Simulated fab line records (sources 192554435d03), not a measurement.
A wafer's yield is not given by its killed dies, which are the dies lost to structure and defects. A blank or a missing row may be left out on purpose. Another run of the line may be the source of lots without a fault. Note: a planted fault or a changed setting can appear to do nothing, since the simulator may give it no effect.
Chamber matching / flow n5_finfet / N5_PMOS_HMC_CHANNEL_EPI_HM_OPEN_15 on rie_diel-02 has 4 sister chambers
The step chemistry CHF3/O2, target SiO2, target depth 40.6 nm, time 20.3 s. 22 wafers are shown with their chamber, then 11 later ones without.

== WAFERS, EACH WITH ITS CHAMBER ==
wafer=L075.2; chamber=0; showerhead_plenum_p_Torr (Torr)=2.30; drypump_motor_current_A (A)=6.8; throttle_valve_pct (%)=18.74
wafer=L075.4; chamber=3; showerhead_plenum_p_Torr (Torr)=2.32; drypump_motor_current_A (A)=6.2; throttle_valve_pct (%)=19.19
wafer=L075.6; chamber=2; showerhead_plenum_p_Torr (Torr)=2.26; drypump_motor_current_A (A)=6.6; throttle_valve_pct (%)=18.84
wafer=L076.3; chamber=1; showerhead_plenum_p_Torr (Torr)=2.53; drypump_motor_current_A (A)=5.5; throttle_valve_pct (%)=18.82
wafer=L076.4; chamber=2; showerhead_plenum_p_Torr (Torr)=2.26; drypump_motor_current_A (A)=6.7; throttle_valve_pct (%)=18.87
wafer=L076.6; chamber=2; showerhead_plenum_p_Torr (Torr)=2.26; drypump_motor_current_A (A)=6.6; throttle_valve_pct (%)=18.86
wafer=L078.1; chamber=0; showerhead_plenum_p_Torr (Torr)=2.30; drypump_motor_current_A (A)=6.8; throttle_valve_pct (%)=18.74
wafer=L078.3; chamber=2; showerhead_plenum_p_Torr (Torr)=2.26; drypump_motor_current_A (A)=6.6; throttle_valve_pct (%)=18.87
wafer=L078.5; chamber=1; showerhead_plenum_p_Torr (Torr)=2.53; drypump_motor_current_A (A)=5.5; throttle_valve_pct (%)=18.82
wafer=L079.2; chamber=0; showerhead_plenum_p_Torr (Torr)=2.29; drypump_motor_current_A (A)=6.8; throttle_valve_pct (%)=18.74
wafer=L079.5; chamber=0; showerhead_plenum_p_Torr (Torr)=2.29; drypump_motor_current_A (A)=6.8; throttle_valve_pct (%)=18.75
wafer=L079.6; chamber=1; showerhead_plenum_p_Torr (Torr)=2.53; drypump_motor_current_A (A)=5.5; throttle_valve_pct (%)=18.82
wafer=L081.3; chamber=0; showerhead_plenum_p_Torr (Torr)=2.29; drypump_motor_current_A (A)=6.8; throttle_valve_pct (%)=18.74
wafer=L081.5; chamber=1; showerhead_plenum_p_Torr (Torr)=2.53; drypump_motor_current_A (A)=5.5; throttle_valve_pct (%)=18.84
wafer=L081.6; chamber=0; showerhead_plenum_p_Torr (Torr)=2.29; drypump_motor_current_A (A)=6.8; throttle_valve_pct (%)=18.75
wafer=L086.1; chamber=0; showerhead_plenum_p_Torr (Torr)=2.29; drypump_motor_current_A (A)=6.8; throttle_valve_pct (%)=18.77
wafer=L086.2; chamber=3; showerhead_plenum_p_Torr (Torr)=2.31; drypump_motor_current_A (A)=6.2; throttle_valve_pct (%)=19.22
wafer=L086.3; chamber=1; showerhead_plenum_p_Torr (Torr)=2.52; drypump_motor_current_A (A)=5.5; throttle_valve_pct (%)=18.84
wafer=L087.2; chamber=1; showerhead_plenum_p_Torr (Torr)=2.52; drypump_motor_current_A (A)=5.5; throttle_valve_pct (%)=18.84
wafer=L087.4; chamber=1; showerhead_plenum_p_Torr (Torr)=2.52; drypump_motor_current_A (A)=5.5; throttle_valve_pct (%)=18.86
wafer=L087.6; chamber=0; showerhead_plenum_p_Torr (Torr)=2.29; drypump_motor_current_A (A)=6.8; throttle_valve_pct (%)=18.77
wafer=L089.1; chamber=1; showerhead_plenum_p_Torr (Torr)=2.52; drypump_motor_current_A (A)=5.6; throttle_valve_pct (%)=18.87

SIGNATURES, as means of the wafers listed above
reading=showerhead_plenum_p_Torr; chamber 0=2.2925; chamber 1=2.5250; chamber 2=2.2600; chamber 3=2.3150; scatter within a chamber=0.00471
reading=drypump_motor_current_A; chamber 0=6.800; chamber 1=5.513; chamber 2=6.625; chamber 3=6.200; scatter within a chamber=0.03
reading=throttle_valve_pct; chamber 0=18.7500; chamber 1=18.8388; chamber 2=18.8600; chamber 3=19.2050; scatter within a chamber=0.0162
Rule: distance of a wafer from a chamber = root of the sum over the readings of ((wafer's reading minus chamber's mean) / reading's scatter) squared. If the next closest chamber is less than 2 further off than the closest, the wafer can't be placed; otherwise it belongs to the closest. The scatter is the square root of a quotient: the sum, over the shown wafers, of each reading's squared deviation from its chamber's mean, divided by wafers minus chambers.

== WAFERS MISSING THEIR CHAMBER ==
wafer=L089.3; showerhead_plenum_p_Torr (Torr)=2.25; drypump_motor_current_A (A)=6.7; throttle_valve_pct (%)=18.90
wafer=L089.6; showerhead_plenum_p_Torr (Torr)=2.52; drypump_motor_current_A (A)=5.6; throttle_valve_pct (%)=18.87
wafer=L092.2; showerhead_plenum_p_Torr (Torr)=2.25; drypump_motor_current_A (A)=6.7; throttle_valve_pct (%)=18.90
wafer=L092.3; showerhead_plenum_p_Torr (Torr)=2.52; drypump_motor_current_A (A)=5.5; throttle_valve_pct (%)=18.85
wafer=L092.5; showerhead_plenum_p_Torr (Torr)=2.52; drypump_motor_current_A (A)=5.6; throttle_valve_pct (%)=18.88
wafer=L094.2; showerhead_plenum_p_Torr (Torr)=2.28; drypump_motor_current_A (A)=6.7; throttle_valve_pct (%)=18.80
wafer=L094.5; showerhead_plenum_p_Torr (Torr)=2.30; drypump_motor_current_A (A)=6.2; throttle_valve_pct (%)=19.25
wafer=L094.6; showerhead_plenum_p_Torr (Torr)=2.25; drypump_motor_current_A (A)=6.6; throttle_valve_pct (%)=18.90
wafer=L095.1; showerhead_plenum_p_Torr (Torr)=2.52; drypump_motor_current_A (A)=5.5; throttle_valve_pct (%)=18.87
wafer=L095.2; showerhead_plenum_p_Torr (Torr)=2.25; drypump_motor_current_A (A)=6.7; throttle_valve_pct (%)=18.91
wafer=L095.3; showerhead_plenum_p_Torr (Torr)=2.30; drypump_motor_current_A (A)=6.2; throttle_valve_pct (%)=19.25

== THE CHAMBER EACH PASSED THROUGH ==
wafer=L089.3; from the rows above=2; in truth=2
wafer=L089.6; from the rows above=1; in truth=1
wafer=L092.2; from the rows above=2; in truth=2
wafer=L092.3; from the rows above=1; in truth=1
wafer=L092.5; from the rows above=1; in truth=1
wafer=L094.2; from the rows above=can't be placed: 0 or 2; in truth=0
wafer=L094.5; from the rows above=3; in truth=3
wafer=L094.6; from the rows above=2; in truth=2
wafer=L095.1; from the rows above=1; in truth=1
wafer=L095.2; from the rows above=2; in truth=2
wafer=L095.3; from the rows above=3; in truth=3
Correct placement for 10 of the 11. Cannot be placed on the basis of these rows: 1; the candidates contain the true chamber in 1. 0 placed wrongly.
